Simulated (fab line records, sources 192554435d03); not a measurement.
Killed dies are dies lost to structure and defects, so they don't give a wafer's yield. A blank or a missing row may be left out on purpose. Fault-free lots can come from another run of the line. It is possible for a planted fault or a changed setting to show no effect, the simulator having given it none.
fab line records | flow n5Finfet
record: lots: 24 wafers: 72 lastDay: 18
route steps=1938 shown BEOL_M2@854
lots untouched by any fault: they come from a run of this same line in which no faults occurred
startH: the number of hours between the record's first day and the start of the first shown wafer of the lot | waitH: hours elapsed since this lot's preceding step | " identical to the entry in the row above | L1.1+2: a single row standing in for several wafers | - either no value or no given start | * or withheld: withheld | < > ~ a bound
route shown NAME@n: a module of which the file shows steps, and the number in the route of the first | usual: mean/standard deviation taken from wafers without a fault | same: alike in all rows | chamber/n: place in a boat | sites: per-site readings | _std_site: the values' standard deviation | _edge_site: mean of outer sites minus mean of inner sites | radiusMm: for every site, how far away it sits from the centre of the wafer | mask NAME#n: copy n | behind: tool/chamber where the wafer was last shaped | hold: reason for holding the lot/hours on hold/outcome of the hold | device: the n, p or np transistor that did not switch | end of line: the route-end tests of the same wafers | where a step has no rows: the recipe by itself | killed: dies that structure and defects cost at the first sort, which is not the same as the wafer's yield | map: per-die view of a wafer (x killed, . not killed, _ where there is no die)
set.NAME: the setting as run; set.NAME@STEP: as run at that earlier step | model.NAME: the simulator's own value behind a step, which no gauge read
the route's steps for a sample of lots (tables are steps, rows are wafers)
services: the hour from which a tool's chamber was out of use, counted from the record's first day as startH (under 0 if before that day), plus the number of hours and why
== steps ==
step: N5_BEOL_M2_CD_MEAS_11
recipe: targetCdNm: 16.79 landingEnergyEv: 500 detector: seInlens polarity: opening
usual: cdNm: 16.83/0.26
columns lot.wafer tool chamber startH waitH cdNm
L074.2 cdSem-03 0 132.01 - 16.96
L074.4 " 0 " " 16.86
L074.6 " 0 " " 16.88
L075.1 cdSem-01 0 142.76 - 17.03
L075.4 " 0 " " 16.80
L075.6 " 0 " " 16.89
L076.3 cdSem-03 0 147.10 - 17.16
L076.5 " 0 " " 16.49
L076.6 " 0 " " 17.19
L077.2 cdSem-02 0 152.92 - 17.13
L077.4 " 0 " " 17.01
L077.5 " 0 " " 17.38
L078.1 cdSem-01 0 154.76 - 16.71
L078.3 " 0 " " 16.88
L078.4 " 0 " " 16.78
L079.1 cdSem-02 0 163.66 - 16.63
L079.3 " 0 " " 17.06
L079.4 " 0 " " 17.01
L080.2 cdSem-01 0 164.61 - 17.03
L080.3 " 0 " " 16.90
L080.6 " 0 " " 16.86
L082.4 cdSem-01 0 182.94 - 16.92
L082.5 " 0 " " 16.62
L082.6 " 0 " " 16.57
L081.3 cdSem-02 0 183.30 - 17.12
L081.5 " 0 " " 16.89
L081.6 " 0 " " 16.79
L083.4 cdSem-01 0 195.90 - 16.28
L083.5 " 0 " " 16.58
L083.6 " 0 " " 16.77
L085.2 cdSem-01 0 198.77 - 17.23
L085.3 " 0 " " 16.81
L085.5 " 0 " " 17.25
L084.3 cdSem-03 0 199.07 - 16.60
L084.4 " 0 " " 16.50
L084.5 " 0 " " 16.55
L086.1 cdSem-02 0 211.23 - 16.43
L086.3 " 0 " " 17.10
L086.5 " 0 " " 16.89
L088.2 cdSem-01 0 212.56 - 16.90
L088.4 " 0 " " 16.97
L088.5 " 0 " " 16.77
L087.1 cdSem-03 0 217.93 - 17.52
L087.3 " 0 " " 16.84
L087.6 " 0 " " 17.25
L089.4 cdSem-01 0 223.42 - 17.10
L089.5 " 0 " " 16.86
L089.6 " 0 " " 16.84
L090.1 cdSem-01 0 233.44 - 16.45
L090.3 " 0 " " 16.76
L090.5 " 0 " " 16.98
L091.3 cdSem-01 0 242.01 - 17.02
L091.5 " 0 " " 16.87
L091.6 " 0 " " 16.90
L092.2 cdSem-01 0 243.40 - 16.81
L092.3 " 0 " " 16.93
L092.6 " 0 " " 16.56
L093.2 cdSem-03 0 246.70 - 16.98
L093.3 " 0 " " 16.92
L093.5 " 0 " " 16.84
L094.1 cdSem-02 0 261.06 - 17.53
L094.5 " 0 " " 16.93
L094.6 " 0 " " 17.03
L095.1 cdSem-02 0 268.49 - 16.91
L095.4 " 0 " " 16.87
L095.5 " 0 " " 16.78
L096.1 cdSem-02 0 273.08 - 16.38
L096.2 " 0 " " 16.70
L096.5 " 0 " " 16.39
L097.2 cdSem-03 0 273.37 - 16.60
L097.3 " 0 " " 16.68
L097.5 " 0 " " 16.72
step: N5_BEOL_M2_STRIP_66
recipe: chemistry: CF4 resist: SiARC powerW: 300 biasPowerW: 75 pressureMtorr: 50 cf4FlowSccm: 150 rfFrequencyHz: 6e+07
usual: drypumpMotorCurrentA: 5.5/0.59 oesProductAu: 0.77/0.085 rfVppV: 270.9/1.5 showerheadPlenumPTorr: 1.77/0.055 throttleValvePct: 13.59/0.27
columns lot.wafer tool chamber startH waitH drypumpMotorCurrentA oesProductAu rfHoursCounterH rfVppV showerheadPlenumPTorr throttleValvePct
L074.2 rieDiel-06 3 132.34 0.0 5.4 0.69 200 268.8 1.70 13.76
L074.4 " 0 " " 5.6 0.77 148 270.3 1.80 13.58
L074.6 " 2 " " 6.6 0.68 - 269.7 1.71 13.71
L075.1 rieDiel-06 1 143.20 0.0 4.9 0.76 139 269.3 1.74 13.87
L075.4 " 0 " " 5.6 0.76 151 270.8 1.80 13.59
L075.6 " 0 " " 5.6 0.76 - 269.0 1.80 13.58
L076.3 rieDiel-01 2 147.44 0.0 6.4 0.84 55 272.0 1.82 13.14
L076.5 " 1 " " 5.0 0.74 - 270.7 1.80 13.52
L076.6 " 0 " " 4.9 0.81 - 271.1 1.75 13.61
L077.2 rieDiel-06 1 153.84 0.0 4.8 0.76 143 267.9 1.74 13.87
L077.4 " 3 " " 5.4 0.69 210 268.8 1.70 13.79
L077.5 " 3 " " 5.4 0.69 - 268.3 1.70 13.78
L078.1 rieDiel-01 1 155.79 0.0 5.1 0.74 154 271.7 1.80 13.55
L078.3 " 2 " " 6.5 0.82 59 271.6 1.82 13.16
L078.4 " 0 " " 4.9 0.80 99 269.1 1.74 13.63
L079.1 rieDiel-01 3 164.51 0.0 5.2 0.68 245 270.3 1.75 13.74
L079.3 " 2 " " 6.4 0.83 63 272.4 1.82 13.18
L079.4 " 2 " " 6.4 0.82 - 272.6 1.82 13.17
L080.2 rieDiel-06 3 165.02 0.0 5.4 0.68 215 269.5 1.70 13.80
L080.3 " 1 " " 4.9 0.76 148 270.2 1.73 13.88
L080.6 " 0 " " 5.6 0.76 - 273.4 1.79 13.62
L082.4 rieDiel-01 1 183.28 0.0 5.0 0.73 - 271.4 1.79 13.57
L082.5 " 2 " " 6.5 0.82 - 271.6 1.82 13.19
L082.6 " 0 " " 4.9 0.80 - 270.7 1.74 13.64
L081.3 rieDiel-05 3 183.64 0.0 6.1 0.71 202 272.2 1.84 13.93
L081.5 " 3 " " 6.1 0.70 - 270.7 1.84 13.91
L081.6 " 2 " " 5.5 0.66 - 272.5 1.82 13.50
L083.4 rieDiel-06 1 196.25 0.0 4.9 0.74 - 270.0 1.73 13.90
L083.5 " 3 " " 5.5 0.68 - 269.1 1.69 13.82
L083.6 " 0 " " 5.6 0.75 - 271.7 1.79 13.64
L085.2 rieDiel-01 0 199.11 0.0 4.9 0.78 117 270.0 1.74 13.67
L085.3 " 2 " " 6.4 0.81 76 272.1 1.82 13.21
L085.5 " 2 " " 6.4 0.81 - 274.0 1.82 13.21
L084.3 rieDiel-06 0 199.41 0.0 5.6 0.75 174 272.4 1.79 13.65
L084.4 " 3 " " 5.5 0.68 - 270.3 1.69 13.82
L084.5 " 0 " " 5.6 0.75 - 271.6 1.79 13.64
L086.1 rieDiel-06 3 211.67 0.0 5.4 0.68 234 268.4 1.69 13.85
L086.3 " 0 " " 5.6 0.74 180 270.9 1.79 13.65
L086.5 " 3 " " 5.4 0.67 - 268.5 1.69 13.84
L088.2 rieDiel-05 0 212.89 0.0 6.1 0.85 54 270.0 1.76 13.27
L088.4 " 3 " " 6.1 0.70 - 272.4 1.83 13.95
L088.5 " 0 " " 6.1 0.85 - 271.6 1.76 13.26
L087.1 rieDiel-01 2 218.29 0.0 6.5 0.80 82 270.9 1.82 13.21
L087.3 " 0 " " 4.9 0.77 123 271.3 1.74 13.67
L087.6 " 1 " " 5.1 0.72 - 272.2 1.79 13.61
L089.4 rieDiel-01 1 223.75 0.0 5.0 0.72 177 273.2 1.79 13.61
L089.5 " 1 " " 5.1 0.72 - 272.5 1.79 13.59
L089.6 " 2 " " 6.4 0.80 - 273.1 1.81 13.21
L090.1 rieDiel-01 3 233.82 0.0 5.2 0.94 11 270.5 1.75 13.21
L090.3 " 1 " " 5.1 0.72 181 271.2 1.79 13.62
L090.5 " 0 " " 4.9 0.78 - 270.1 1.74 13.69
L091.3 rieDiel-01 0 243.35 0.0 4.9 0.77 132 269.5 1.74 13.71
L091.5 " 3 " " 5.3 0.92 - 269.7 1.75 13.21
L091.6 " 2 " " 6.4 0.79 - 271.1 1.81 13.24
L092.2 rieDiel-06 1 244.43 0.0 4.9 0.73 181 269.7 1.73 13.97
L092.3 " 2 " " 6.6 0.95 15 276.1 1.91 13.22
L092.6 " 1 " " 4.9 0.73 - 269.6 1.73 13.96
L093.2 rieDiel-06 3 247.15 0.0 5.4 0.67 249 269.3 1.69 13.89
L093.3 " 1 " " 4.8 0.72 182 268.9 1.72 13.97
L093.5 " 3 " " 5.4 0.67 - 269.4 1.69 13.86
L094.1 rieDiel-05 3 261.39 0.0 6.1 0.69 232 272.6 1.83 13.98
L094.5 " 3 " " 6.1 0.68 - 271.4 1.83 13.99
L094.6 " 2 " " 5.5 0.90 - 272.1 1.81 13.00
L095.1 rieDiel-05 1 268.82 0.0 5.7 0.94 9 270.6 1.76 13.24
L095.4 " 0 " " 6.1 0.83 68 268.5 1.75 13.31
L095.5 " 3 " " 6.1 0.69 - 272.5 1.83 14.00
L096.1 rieDiel-06 3 273.41 0.0 5.5 0.94 1 273.4 1.90 13.35
L096.2 " 1 " " 4.9 0.72 193 269.7 1.72 13.98
L096.5 " 3 " " 5.5 0.93 - 274.0 1.90 13.32
L097.2 rieDiel-06 0 273.71 0.0 5.6 0.73 193 271.5 1.78 13.68
L097.3 " 3 " " 5.5 0.94 1 274.0 1.89 13.34
L097.5 " 1 " " 4.9 0.73 - 268.7 1.72 13.99
step: N5_BEOL_M2_CD_MEAS_28
recipe: targetCdNm: 26.2 landingEnergyEv: 500 detector: seInlens targetCdYNm: 24.1 polarity: opening
usual: cdNm: 26.22/0.24
columns lot.wafer tool chamber startH waitH cdNm
L074.2 cdSem-03 0 133.02 - 26.51
L074.4 " 0 " " 26.34
L074.6 " 0 " " 26.38
L075.1 cdSem-01 0 143.82 - 26.18
L075.4 " 0 " " 26.08
L075.6 " 0 " " 26.26
L076.3 cdSem-01 0 148.18 - 25.67
L076.5 " 0 " " 25.77
L076.6 " 0 " " 26.36
L077.2 cdSem-01 0 154.51 - 26.35
L077.4 " 0 " " 26.57
L077.5 " 0 " " 26.25
L078.1 cdSem-03 0 156.33 - 26.32
L078.3 " 0 " " 26.31
L078.4 " 0 " " 26.10
L079.1 cdSem-01 0 165.21 - 26.25
L079.3 " 0 " " 26.34
L079.4 " 0 " " 26.74
L080.2 cdSem-03 0 165.65 - 26.47
L080.3 " 0 " " 26.67
L080.6 " 0 " " 26.35
L082.4 cdSem-01 0 183.81 - 25.86
L082.5 " 0 " " 26.15
L082.6 " 0 " " 26.38
L081.3 cdSem-02 0 184.18 - 26.17
L081.5 " 0 " " 26.17
L081.6 " 0 " " 26.10
L083.4 cdSem-01 0 196.82 - 26.07
L083.5 " 0 " " 26.10
L083.6 " 0 " " 26.24
L085.2 cdSem-01 0 199.69 - 25.95
L085.3 " 0 " " 26.55
L085.5 " 0 " " 26.04
L084.3 cdSem-01 0 199.98 - 26.22
L084.4 " 0 " " 26.15
L084.5 " 0 " " 26.11
L086.1 cdSem-01 0 212.36 - 26.07
L086.3 " 0 " " 26.54
L086.5 " 0 " " 26.64
L088.2 cdSem-01 0 213.48 - 26.46
L088.4 " 0 " " 26.09
L088.5 " 0 " " 26.10
L087.1 cdSem-03 0 218.83 - 26.14
L087.3 " 0 " " 25.62
L087.6 " 0 " " 26.32
L089.4 cdSem-01 0 224.42 - 26.02
L089.5 " 0 " " 26.08
L089.6 " 0 " " 26.18
L090.1 cdSem-01 0 234.48 - 26.18
L090.3 " 0 " " 26.62
L090.5 " 0 " " 26.30
L091.3 cdSem-01 0 244.06 - 26.20
L091.5 " 0 " " 26.11
L091.6 " 0 " " 26.29
L092.2 cdSem-03 0 245.11 - 26.23
L092.3 " 0 " " 26.45
L092.6 " 0 " " 26.42
L093.2 cdSem-03 0 247.70 - 26.11
L093.3 " 0 " " 25.85
L093.5 " 0 " " 26.55
L094.1 cdSem-01 0 261.94 - 26.26
L094.5 " 0 " " 25.45
L094.6 " 0 " " 25.94
L095.1 cdSem-02 0 269.49 - 26.40
L095.4 " 0 " " 26.29
L095.5 " 0 " " 26.64
L096.1 cdSem-02 0 274.08 - 26.41
L096.2 " 0 " " 25.96
L096.5 " 0 " " 26.37
L097.2 cdSem-03 0 274.38 - 26.19
L097.3 " 0 " " 26.30
L097.5 " 0 " " 26.38
step: N5_BEOL_M2_ETCH_70
recipe: chemistry: N2/H2 target: SOC targetDepthA: 800 overetchA: 240 maskMaterial: SiARC tempC: 40 timeS: 130 ionEnergyEv: 200 pressureMtorr: 30 sourceW: 840 biasW: 150 n2FlowSccm: 200 h2FlowSccm: 200
usual: drypumpMotorCurrentA: 5.5/0.59 oesProductAu: 0.58/0.064 rfVppV: 523.3/2.3 showerheadPlenumPTorr: 2.52/0.07 tempC: 40.01/0.11 throttleValvePct: 17.8/0.3
columns lot.wafer tool chamber startH waitH drypumpMotorCurrentA oesProductAu rfHoursCounterH rfVppV showerheadPlenumPTorr tempC throttleValvePct
L074.2 rieDiel-01 3 133.52 0.0 5.2 0.51 231 523.0 2.53 39.96 18.0
L074.4 " 1 " " 5.1 0.56 144 523.9 2.55 39.99 17.7
L074.6 " 2 " " 6.4 0.63 - 526.6 2.57 40.08 17.2
L075.1 rieDiel-06 2 146.16 0.0 6.6 0.50 234 519.6 2.41 39.94 17.9
L075.4 " 0 " " 5.6 0.57 152 526.0 2.54 40.13 17.7
L075.6 " 3 " " 5.5 0.52 - 520.7 2.44 40.12 18.3
L076.3 rieDiel-06 1 154.29 0.0 4.9 0.56 143 521.0 2.45 40.08 18.0
L076.5 " 3 " " 5.4 0.52 - 519.6 2.44 40.08 18.3
L076.6 " 0 " " 5.6 0.57 - 522.6 2.54 39.87 17.7
L077.2 rieDiel-01 3 173.97 0.0 5.2 0.50 247 522.6 2.52 40.03 18.1
L077.4 " 2 " " 6.5 0.61 65 526.4 2.57 40.00 17.2
L077.5 " 2 " " 6.5 0.61 - 525.0 2.57 40.03 17.2
L078.1 rieDiel-01 3 174.45 0.0 5.3 0.50 247 523.2 2.52 40.04 18.1
L078.3 " 0 " " 4.9 0.59 106 522.1 2.46 39.93 17.9
L078.4 " 2 " " 6.4 0.61 65 525.4 2.57 39.99 17.2
L079.1 rieDiel-01 0 183.96 0.0 4.9 0.59 110 520.7 2.46 39.90 17.9
L079.3 " 1 " " 5.1 0.54 164 524.4 2.54 39.91 17.8
L079.4 " 1 " " 5.1 0.54 - 524.8 2.54 39.95 17.8
L080.2 rieDiel-05 2 184.36 0.0 5.5 0.50 246 526.9 2.62 40.05 17.8
L080.3 " 1 " " 5.8 0.52 242 521.8 2.50 40.06 17.9
L080.6 " 3 " " 6.1 0.52 - 526.5 2.62 39.95 18.1
L082.4 rieDiel-05 0 187.05 0.0 6.1 0.64 43 521.0 2.48 40.08 17.5
L082.5 " 1 " " 5.8 0.52 - 521.6 2.50 40.28 17.9
L082.6 " 2 " " 5.5 0.49 - 526.6 2.62 39.83 17.8
L081.3 rieDiel-01 2 189.81 0.0 6.4 0.60 71 525.2 2.57 40.16 17.2
L081.5 " 2 " " 6.4 0.61 - 525.1 2.57 40.16 17.2
L081.6 " 0 " " 4.9 0.59 - 520.4 2.46 39.94 17.9
L085.2 rieDiel-01 2 203.87 0.0 6.4 0.60 77 524.0 2.56 39.90 17.3
L085.3 " 0 " " 4.9 0.59 119 519.6 2.46 39.94 17.9
L085.5 " 0 " " 4.9 0.58 - 519.3 2.46 39.95 17.9
L083.4 rieDiel-01 0 204.35 0.0 4.9 0.59 119 522.1 2.46 39.90 17.9
L083.5 " 2 " " 6.5 0.61 - 524.8 2.56 40.11 17.2
L083.6 " 1 " " 5.1 0.54 - 523.1 2.54 39.96 17.8
L084.3 rieDiel-01 0 207.31 0.0 4.9 0.59 119 521.4 2.46 40.04 17.9
L084.4 " 1 " " 5.1 0.54 172 523.3 2.54 40.18 17.8
L084.5 " 0 " " 4.9 0.59 - 520.7 2.46 39.86 17.9
L086.1 rieDiel-06 2 214.17 0.0 6.6 0.74 2 527.7 2.72 40.04 17.5
L086.3 " 3 " " 5.4 0.50 235 521.3 2.43 40.24 18.3
L086.5 " 3 " " 5.4 0.50 - 519.7 2.43 40.07 18.3
L088.2 rieDiel-06 2 214.64 0.0 6.6 0.75 2 528.9 2.72 40.16 17.5
L088.4 " 0 " " 5.6 0.55 181 524.2 2.53 39.90 17.8
L088.5 " 0 " " 5.6 0.55 - 523.6 2.53 39.75 17.8
L087.1 rieDiel-01 0 219.26 0.0 4.9 0.58 123 519.9 2.45 40.06 17.9
L087.3 " 2 " " 6.5 0.59 83 524.7 2.56 40.16 17.3
L087.6 " 3 " " 5.2 0.71 - 522.6 2.51 40.07 17.7
L089.4 rieDiel-01 2 227.40 0.0 6.5 0.59 85 523.6 2.56 40.21 17.3
L089.5 " 1 " " 5.1 0.54 - 524.3 2.53 39.94 17.8
L089.6 " 0 " " 4.9 0.58 - 521.0 2.45 39.96 17.9
L090.1 rieDiel-06 2 242.69 0.0 6.7 0.71 14 528.8 2.72 39.90 17.5
L090.3 " 3 " " 5.5 0.50 247 519.9 2.42 39.91 18.4
L090.5 " 1 " " 4.9 0.54 - 520.0 2.43 40.03 18.1
L091.3 rieDiel-01 1 246.00 0.0 5.1 0.54 186 523.2 2.53 40.03 17.8
L091.5 " 2 " " 6.5 0.59 - 525.1 2.56 39.93 17.3
L091.6 " 3 " " 5.2 0.69 - 523.4 2.51 40.05 17.7
L093.2 rieDiel-01 1 250.33 0.0 5.1 0.53 187 522.1 2.53 40.30 17.8
L093.3 " 3 " " 5.2 0.68 17 522.7 2.51 40.03 17.7
L093.5 " 0 " " 4.9 0.58 - 521.9 2.45 40.10 17.9
L092.2 rieDiel-06 1 260.13 0.0 4.9 0.54 187 521.9 2.43 40.02 18.1
L092.3 " 1 " " 4.9 0.54 - 519.7 2.43 39.97 18.1
L092.6 " 1 " " 4.9 0.54 - 520.6 2.43 39.85 18.1
L094.1 rieDiel-01 0 263.45 0.0 4.9 0.57 139 521.3 2.45 39.85 17.9
L094.5 " 0 " " 4.9 0.57 - 519.9 2.45 39.99 17.9
L094.6 " 1 " " 5.1 0.53 - 524.6 2.53 39.94 17.8
L095.1 rieDiel-01 0 275.24 0.0 4.9 0.57 144 522.2 2.45 39.96 17.9
L095.4 " 2 " " 6.4 0.58 102 523.8 2.55 40.06 17.3
L095.5 " 2 " " 6.4 0.59 - 525.2 2.55 39.83 17.3
L096.1 rieDiel-05 3 276.08 0.0 6.1 0.51 238 524.7 2.61 39.93 18.2
L096.2 " 0 " " 6.1 0.62 70 520.5 2.47 40.07 17.5
L096.5 " 3 " " 6.1 0.51 - 526.1 2.61 40.03 18.2
L097.2 rieDiel-06 3 278.64 0.0 5.4 0.68 4 530.2 2.74 40.03 18.1
L097.3 " 0 " " 5.6 0.54 195 522.4 2.52 40.04 17.8
L097.5 " 1 " " 4.9 0.53 - 519.8 2.43 40.14 18.1
step: N5_BEOL_M2_CD_MEAS_35
recipe: targetCdNm: 18 targetCdYNm: 22.2 polarity: opening
usual: cdNm: 18.0/0.37
columns lot.wafer tool chamber startH waitH cdNm
L074.2 cdSem-02 - 134.05 0.0 17.9
L074.4 " - " " 17.9
L074.6 " - " " 18.1
L075.1 cdSem-01 - 146.69 0.0 18.5
L075.4 " - " " 17.9
L075.6 " - " " 17.6
L076.3 cdSem-02 - 154.81 0.0 18.8
L076.5 " - " " 18.1
L076.6 " - " " 17.8
L077.2 cdSem-03 - 174.48 0.0 18.0
L077.4 " - " " 18.3
L077.5 " - " " 18.5
L078.1 cdSem-03 - 174.96 0.0 17.7
L078.3 " - " " 18.5
L078.4 " - " " 17.1
L079.1 cdSem-02 - 184.49 0.0 18.3
L079.3 " - " " 18.1
L079.4 " - " " 18.7
L080.2 cdSem-01 - 184.87 0.0 17.7
L080.3 " - " " 18.0
L080.6 " - " " 17.9
L082.4 cdSem-01 - 187.59 0.0 17.5
L082.5 " - " " 18.1
L082.6 " - " " 17.5
L081.3 cdSem-02 - 190.33 0.0 18.7
L081.5 " - " " 18.4
L081.6 " - " " 18.4
L085.2 cdSem-02 - 204.39 0.0 17.5
L085.3 " - " " 18.4
L085.5 " - " " 18.2
L083.4 cdSem-03 - 204.86 0.0 18.0
L083.5 " - " " 17.7
L083.6 " - " " 18.1
L084.3 cdSem-02 - 207.82 0.0 17.9
L084.4 " - " " 18.2
L084.5 " - " " 18.1
L086.1 cdSem-03 - 214.68 0.0 17.9
L086.3 " - " " 18.2
L086.5 " - " " 18.2
L088.2 cdSem-03 - 215.15 0.0 18.0
L088.4 " - " " 18.4
L088.5 " - " " 18.3
L087.1 cdSem-02 - 219.78 0.0 18.6
L087.3 " - " " 17.9
L087.6 " - " " 18.1
L089.4 cdSem-01 - 227.91 0.0 18.3
L089.5 " - " " 18.0
L089.6 " - " " 19.1
L090.1 cdSem-01 - 243.20 0.0 17.8
L090.3 " - " " 17.5
L090.5 " - " " 18.0
L091.3 cdSem-01 - 246.51 0.0 17.7
L091.5 " - " " 18.2
L091.6 " - " " 18.3
L093.2 cdSem-01 - 250.84 0.0 17.7
L093.3 " - " " 18.0
L093.5 " - " " 18.1
L092.2 cdSem-02 - 260.81 0.0 18.0
L092.3 " - " " 17.7
L092.6 " - " " 17.4
L094.1 cdSem-03 - 263.96 0.0 18.5
L094.5 " - " " 18.3
L094.6 " - " " 17.9
L095.1 cdSem-03 - 275.75 0.0 17.6
L095.4 " - " " 17.7
L095.5 " - " " 17.6
L096.1 cdSem-02 - 276.59 0.0 17.6
L096.2 " - " " 17.4
L096.5 " - " " 17.0
L097.2 cdSem-03 - 279.15 0.0 18.3
L097.3 " - " " 18.1
L097.5 " - " " 18.1
step: N5_BEOL_M2_CO_CAP_55
recipe: material: Co targetThkA: 20 tempC: 200 precursor: CCTBA/H2 pressureTorr: 30 timeS: 102.1
usual: heaterPowerW: 235/19
columns lot.wafer tool chamber startH waitH heaterPowerW
L074.2 cvdCo-01 2 138.33 0.0 221
L074.4 " 2 " " 229
L074.6 " 0 " " 208
L075.1 cvdCo-01 0 150.30 0.0 208
L075.4 " 0 " " 207
L075.6 " 1 " " 222
L076.3 cvdCo-01 2 158.72 0.0 226
L076.5 " 2 " " 228
L076.6 " 0 " " 203
L077.2 cvdCo-02 2 177.76 0.0 239
L077.4 " 0 " " 259
L077.5 " 2 " " 234
L078.1 cvdCo-02 0 179.87 0.0 257
L078.3 " 1 " " 265
L078.4 " 2 " " 236
L079.1 cvdCo-02 2 187.74 0.0 237
L079.3 " 0 " " 251
L079.4 " 1 " " 264
L080.2 cvdCo-02 1 189.82 0.0 262
L080.3 " 0 " " 259
L080.6 " 2 " " 244
L082.4 cvdCo-01 0 191.75 0.1 211
L082.5 " 0 " " 206
L082.6 " 1 " " 225
L081.3 cvdCo-01 1 194.18 0.1 223
L081.5 " 1 " " 227
L081.6 " 0 " " 210
L085.2 cvdCo-01 0 208.25 0.0 213
L085.3 " 2 " " 228
L085.5 " 0 " " 208
L083.4 cvdCo-02 0 210.34 0.0 258
L083.5 " 1 " " 266
L083.6 " 2 " " 238
L084.3 cvdCo-01 0 211.17 0.0 207
L084.4 " 0 " " 209
L084.5 " 1 " " 229
L086.1 cvdCo-01 1 220.26 0.0 224
L086.3 " 0 " " 206
L086.5 " 1 " " 232
L088.2 cvdCo-01 1 220.59 0.0 224
L088.4 " 0 " " 210
L088.5 " 1 " " 223
L087.1 cvdCo-02 1 223.27 0.0 273
L087.3 " 0 " " 257
L087.6 " 0 " " 259
L089.4 cvdCo-02 2 231.91 0.0 237
L089.5 " 1 " " 267
L089.6 " 0 " " 259
L090.1 cvdCo-02 0 246.90 0.0 256
L090.3 " 2 " " 236
L090.5 " 2 " " 231
L091.3 cvdCo-01 0 251.67 0.0 207
L091.5 " 0 " " 207
L091.6 " 1 " " 226
L093.2 cvdCo-01 2 254.63 0.0 234
L093.3 " 1 " " 229
L093.5 " 0 " " 214
L092.2 cvdCo-02 2 264.28 0.0 244
L092.3 " 1 " " 264
L092.6 " 1 " " 262
L094.1 cvdCo-01 1 267.47 0.0 221
L094.5 " 2 " " 231
L094.6 " 1 " " 228
L095.1 cvdCo-01 1 279.42 0.0 223
L095.4 " 2 " " 230
L095.5 " 2 " " 228
L096.1 cvdCo-02 1 281.26 0.0 265
L096.2 " 0 " " 257
L096.5 " 2 " " 241
L097.2 cvdCo-02 1 283.48 0.0 257
L097.3 " 0 " " 249
L097.5 " 2 " " 240
== services ==
columns tool chamber startH hours kind
cvdCo-01 1 114.67 - clean
rieDiel-05 - 147.49 16.3 repair
rieDiel-01 1 164.18 2.6 repair
rieDiel-01 3 181.79 - clean
rieDiel-01 3 181.79 - consumableReplace:focusRing
rieDiel-01 3 181.79 19.2 scheduledDown
rieDiel-01 3 181.79 19.2 ventCycle
cvdCo-01 2 185.87 17.5 repair
rieDiel-06 2 186.97 - clean
rieDiel-06 2 186.97 - consumableReplace:focusRing
rieDiel-06 2 186.97 - consumableReplace:showerhead
rieDiel-06 2 186.97 13.7 scheduledDown
rieDiel-06 2 186.97 13.7 ventCycle
rieDiel-05 - 220.37 0.1 repair
rieDiel-05 - 242.12 2.8 pm
rieDiel-05 0 249.32 13.7 repair
rieDiel-06 3 249.67 - clean
rieDiel-06 3 249.67 - consumableReplace:focusRing
rieDiel-06 3 249.67 - consumableReplace:showerhead
rieDiel-06 3 249.67 21.2 scheduledDown
rieDiel-06 3 249.67 21.2 ventCycle
cvdCo-02 - 265.01 0.8 repair
rieDiel-01 1 266.36 5.0 repair
cvdCo-01 0 277.40 5.5 repair
== key ==
fault none
